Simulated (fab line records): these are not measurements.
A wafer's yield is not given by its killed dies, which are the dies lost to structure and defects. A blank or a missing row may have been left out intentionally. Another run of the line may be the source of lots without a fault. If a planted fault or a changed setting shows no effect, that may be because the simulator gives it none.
Which of the tools did it? | flow nandHarc | Sampling: 12 lots, 36 wafers, 4 of 1302 route steps

WHAT THE GAUGES READ, wafer by wafer
Not one reading of a measure or inspect step in the record can be checked against a usual standard deviation.

EACH LOT AND THE TOOL THAT RAN IT (in order: tool; ch and the chambers of the sampled wafers; start)
lot  | NHARC_A_SLIT_ETCH_29              | NHARC_A_CONTACT_DEP_24          | NHARC_A_CONTACT_DEP_28       | NHARC_A_CONTACT_ETCH_111
L959 | rieDiel-02 ch 1,2, day 20 18:40   | pecvd-02 ch 0,1,2, day 21 23:03 | aclDep-02 ch 0, day 22 01:35 | harCapEtch-03 ch 0,1, day 22 06:23
L960 | rieDiel-02 ch 1,2, day 20 22:10   | pecvd-03 ch 1,2, day 21 23:03   | aclDep-01 ch 0, day 22 01:05 | harCapEtch-02 ch 0,1, day 22 06:44
L962 | rieDiel-12 ch 1,2, day 20 23:49   | pecvd-03 ch 1,2, day 22 01:52   | aclDep-02 ch 0, day 22 03:42 | harCapEtch-01 ch 0,1, day 22 10:43
L961 | rieDiel-02 ch 0,3, day 21 05:00   | pecvd-02 ch 0,1, day 22 10:48   | aclDep-03 ch 0, day 22 14:13 | harCapEtch-01 ch 0,1, day 22 19:59
L963 | rieDiel-12 ch 0,1,3, day 21 12:38 | pecvd-02 ch 0,1,2, day 22 13:55 | aclDep-03 ch 0, day 22 17:47 | harCapEtch-03 ch 0,1, day 23 00:16
L965 | rieDiel-03 ch 1,3, day 22 20:29   | pecvd-02 ch 1,2, day 23 21:46   | aclDep-02 ch 0, day 23 22:22 | harCapEtch-03 ch 1, day 24 06:32
L968 | rieDiel-02 ch 0,3, day 23 09:57   | pecvd-02 ch 0,1,2, day 24 09:52 | aclDep-01 ch 0, day 24 13:08 | harCapEtch-02 ch 0,1, day 24 20:55
L973 | rieDiel-03 ch 1,2, day 25 14:57   | pecvd-03 ch 0,1,2, day 26 15:34 | aclDep-03 ch 0, day 26 20:08 | harCapEtch-03 ch 0,1, day 27 02:47
L972 | rieDiel-03 ch 0,1,3, day 25 17:58 | pecvd-03 ch 0,2, day 26 20:55   | aclDep-02 ch 0, day 27 00:58 | harCapEtch-01 ch 0,1, day 27 06:36
L980 | rieDiel-12 ch 0,2,3, day 29 05:31 | pecvd-03 ch 0,1,2, day 30 08:07 | aclDep-03 ch 0, day 30 09:27 | harCapEtch-02 ch 0,1, day 30 16:14
L981 | rieDiel-03 ch 0,2, day 29 07:11   | pecvd-02 ch 0,2, day 30 08:10   | aclDep-01 ch 0, day 30 09:29 | harCapEtch-01 ch 0, day 30 16:02
L982 | rieDiel-02 ch 0,1,2, day 29 19:33 | pecvd-02 ch 0,1,2, day 30 21:14 | aclDep-03 ch 0, day 30 22:44 | harCapEtch-02 ch 0,1, day 31 05:47
- NHARC_A_SLIT_ETCH_29: etches the open film in CF4/O2, target depth 100 nm, overetch 10 nm, time 55 s.
- NHARC_A_CONTACT_DEP_24: deposits SiO2, target thk 500 nm.
- NHARC_A_CONTACT_DEP_28: deposits aC, target thk 7000 nm.
- NHARC_A_CONTACT_ETCH_111: etches the open film in C4F8/O2/Ar, time 140 s, target depth 700 nm.

WHAT THE TOOLS THEMSELVES READ (means of the sampled wafers that have a number; where no wafer has one, the mark that the record gives instead)
NHARC_A_SLIT_ETCH_29. Usual: drypumpMotorCurrentA 5.6 A, standard deviation 0.58; o2FlowSccm 20.00 sccm, standard deviation 0.061; oesProductAu 1.001 a.u., standard deviation 0.013; rfVppV 197.4 V, standard deviation 1.4; showerheadPlenumPTorr 1.31 Torr, standard deviation 0.061; throttleValvePct 13.396 %, standard deviation 0.0095.
lot  | tool       | drypumpMotorCurrentA (A) | o2FlowSccm (sccm) | oesProductAu (a.u.) | rfVppV (V) | showerheadPlenumPTorr (Torr) | throttleValvePct (%) | flag
L959 | rieDiel-02 | 5.1                      | 20.05             | 0.994               | 196.8      | 1.28                         | 13.402               | 
L960 | rieDiel-02 | 5.4                      | 20.02             | 0.984               | 197.3      | 1.30                         | 13.397               | 
L962 | rieDiel-12 | 6.0                      | 19.97             | 1.005               | 198.5      | 1.37                         | 13.399               | 
L961 | rieDiel-02 | 5.1                      | 20.08             | 1.004               | 197.7      | 1.31                         | 13.405               | 
L963 | rieDiel-12 | 6.0                      | 20.03             | 0.997               | 197.7      | 1.34                         | 13.396               | 
L965 | rieDiel-03 | 5.1                      | 19.98             | 1.003               | 196.2      | 1.26                         | 13.396               | 
L968 | rieDiel-02 | 5.5                      | 20.05             | 1.001               | 197.9      | 1.37                         | 13.403               | 
L973 | rieDiel-03 | 6.0                      | 19.99             | 1.008               | 195.4      | 1.27                         | 13.396               | 
L972 | rieDiel-03 | 5.3                      | 20.04             | 1.013               | 196.4      | 1.28                         | 13.389               | 
L980 | rieDiel-12 | 6.2                      | 20.02             | 1.007               | 198.2      | 1.38                         | 13.399               | 
L981 | rieDiel-03 | 6.1                      | 20.02             | 0.989               | 197.3      | 1.29                         | 13.403               | 
L982 | rieDiel-02 | 5.4                      | 20.02             | 0.997               | 197.3      | 1.34                         | 13.403               | 

NHARC_A_CONTACT_DEP_24. Usual: heaterPowerOuterW 313 W, standard deviation 70; heaterPowerW 561 W, standard deviation 92; mfcPrecursorSccm 161.4 sccm, standard deviation 0.49; throttleValvePct 16.3 %, standard deviation 0.72.
lot  | tool     | heaterPowerOuterW (W) | heaterPowerW (W) | mfcPrecursorSccm (sccm) | throttleValvePct (%) | flag
L959 | pecvd-02 | 337                   | 590              | 161.9                   | 16.5                 | 
L960 | pecvd-03 | 291                   | 544              | 161.2                   | 15.9                 | 
L962 | pecvd-03 | 211                   | 430              | 161.4                   | 15.4                 | 
L961 | pecvd-02 | 363                   | 622              | 161.9                   | 16.4                 | 
L963 | pecvd-02 | 336                   | 582              | 160.8                   | 16.6                 | 
L965 | pecvd-02 | 382                   | 645              | 161.5                   | 16.7                 | 
L968 | pecvd-02 | 312                   | 544              | 160.8                   | 16.7                 | 
L973 | pecvd-03 | 296                   | 563              | 204.6                   | 16.0                 | OFF
L972 | pecvd-03 | 353                   | 626              | 204.1                   | 16.6                 | OFF
L980 | pecvd-03 | 271                   | 529              | 161.5                   | 15.9                 | 
L981 | pecvd-02 | 305                   | 536              | 161.5                   | 16.8                 | 
L982 | pecvd-02 | 324                   | 562              | 161.2                   | 16.9                 | 

NHARC_A_CONTACT_DEP_28. Usual: throttleValvePct reads 35.001 % (standard deviation 0.0089).
lot  | tool      | throttleValvePct (%) | flag
L959 | aclDep-02 | 34.996               | 
L960 | aclDep-01 | 35.006               | 
L962 | aclDep-02 | 34.997               | 
L961 | aclDep-03 | 35.007               | 
L963 | aclDep-03 | 35.012               | 
L965 | aclDep-02 | 34.999               | 
L968 | aclDep-01 | 34.998               | 
L973 | aclDep-03 | 35.002               | 
L972 | aclDep-02 | 35.002               | 
L980 | aclDep-03 | 35.004               | 
L981 | aclDep-01 | 35.002               | 
L982 | aclDep-03 | 35.009               | 

THE ANSWER, worked out from the rows above alone
Rule: a lot is off if the mean of its wafers that have a number lies more than 3 standard deviations from the usual mean. A lot without any number at a reading at which 4 lots or more have one is off too. Any other lot the step has rows for is counted as sound. The gauges are gone through in route order, then the tools' own readings, and for those a lot's mean is taken as printed above. The first step at which some lot is off is used, and at that step the reading that is off furthest; a lot without a number counts as furthest.
Off: L973, L972 (NHARC_A_CONTACT_DEP_24, mfcPrecursorSccm).
A tool fits if, at that step or a process step before it, it ran every lot that is off, and no sound lot after the first of them. Not one of the candidates tried fits.

WHAT THE SIMULATOR HAD PUT IN
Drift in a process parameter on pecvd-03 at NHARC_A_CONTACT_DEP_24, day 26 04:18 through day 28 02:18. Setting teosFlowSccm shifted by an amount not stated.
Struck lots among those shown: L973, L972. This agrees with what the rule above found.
